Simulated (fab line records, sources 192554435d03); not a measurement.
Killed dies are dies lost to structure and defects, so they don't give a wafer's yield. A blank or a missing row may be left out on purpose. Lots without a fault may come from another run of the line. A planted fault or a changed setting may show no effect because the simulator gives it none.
Chamber matching | flow n5_finfet | N5_ZERO_LAYER_PECVD_02 on pecvd-03: 3 sister chambers
The step deposits SiO2 from SiH4/N2O, target thk 10 nm, time 6 s. 22 wafers are shown with their chamber, then 11 later ones without.

WAFERS WITH THEIR CHAMBER
wafer  | chamber | showerhead_plenum_p_Torr (Torr) | heater_power_w (W) | rf_fwd_power_W (W)
L074.3 | 2       | 8.12                            | 726                | 272.3
L074.4 | 0       | 8.12                            | 892                | 271.9
L074.5 | 1       | 8.27                            | 732                | 271.2
L079.3 | 2       | 8.13                            | 725                | 272.2
L079.4 | 2       | 8.12                            | 756                | 272.1
L079.5 | 0       | 8.12                            | 868                | 272.4
L080.2 | 2       | 8.13                            | 635                | 271.6
L080.4 | 2       | 8.11                            | 653                | 272.1
L080.6 | 1       | 8.27                            | 700                | 273.5
L084.1 | 0       | 8.13                            | 823                | 272.3
L084.3 | 2       | 8.13                            | 693                | 273.5
L084.6 | 2       | 8.13                            | 694                | 273.9
L085.2 | 2       | 8.10                            | 699                | 272.8
L085.3 | 0       | 8.14                            | 891                | 272.9
L085.6 | 0       | 8.11                            | 882                | 272.2
L087.1 | 0       | 8.13                            | 769                | 272.0
L087.2 | 1       | 8.26                            | 619                | 271.4
L087.3 | 2       | 8.15                            | 715                | 271.7
L089.2 | 0       | 8.14                            | 827                | 272.1
L089.5 | 0       | 8.13                            | 856                | 272.4
L089.6 | 1       | 8.26                            | 719                | 273.7
L090.2 | 0       | 8.13                            | 813                | 273.0

SIGNATURES (means of the wafers above)
reading                  | chamber 0 | chamber 1 | chamber 2 | scatter within a chamber
showerhead_plenum_p_Torr | 8.1278    | 8.2650    | 8.1244    | 0.0114
heater_power_w           | 846.78    | 692.50    | 699.56    | 41.6
rf_fwd_power_W           | 272.356   | 272.450   | 272.467   | 0.775
Rule: a wafer's distance from a chamber is the root of the sum, over the readings, of the square of ((its reading less the chamber's mean) divided by the reading's scatter). The wafer belongs to the nearest chamber; if the next one is less than 2 further off, it can't be placed. The scatter: the root of (the sum of the squares of (reading less its chamber's mean) over the shown wafers, divided by (wafers less chambers)).

WAFERS WITHOUT THEIR CHAMBER
wafer  | showerhead_plenum_p_Torr (Torr) | heater_power_w (W) | rf_fwd_power_W (W)
L090.3 | 8.11                            | 689                | 271.5
L090.5 | 8.13                            | 790                | 271.6
L093.3 | 8.14                            | 634                | 273.2
L093.5 | 8.14                            | 776                | 270.9
L093.6 | 8.24                            | 737                | 273.1
L095.1 | 8.14                            | 696                | 272.0
L095.2 | 8.13                            | 904                | 271.1
L095.4 | 8.29                            | 665                | 273.3
L096.1 | 8.28                            | 667                | 273.5
L096.5 | 8.25                            | 650                | 274.1
L096.6 | 8.15                            | 909                | 273.8

WHICH CHAMBER EACH WENT THROUGH
wafer  | from the rows above     | in truth
L090.3 | 2                       | 2
L090.5 | can't be placed: 0 or 2 | 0
L093.3 | 2                       | 2
L093.5 | can't be placed: 0 or 2 | 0
L093.6 | 1                       | 1
L095.1 | 2                       | 2
L095.2 | 0                       | 0
L095.4 | 1                       | 1
L096.1 | 1                       | 1
L096.5 | 1                       | 1
L096.6 | 0                       | 0
Placed correctly: 9 of 11. Can't be placed from these rows: 2 (the true chamber is among the candidates in 2). Placed wrongly: 0.
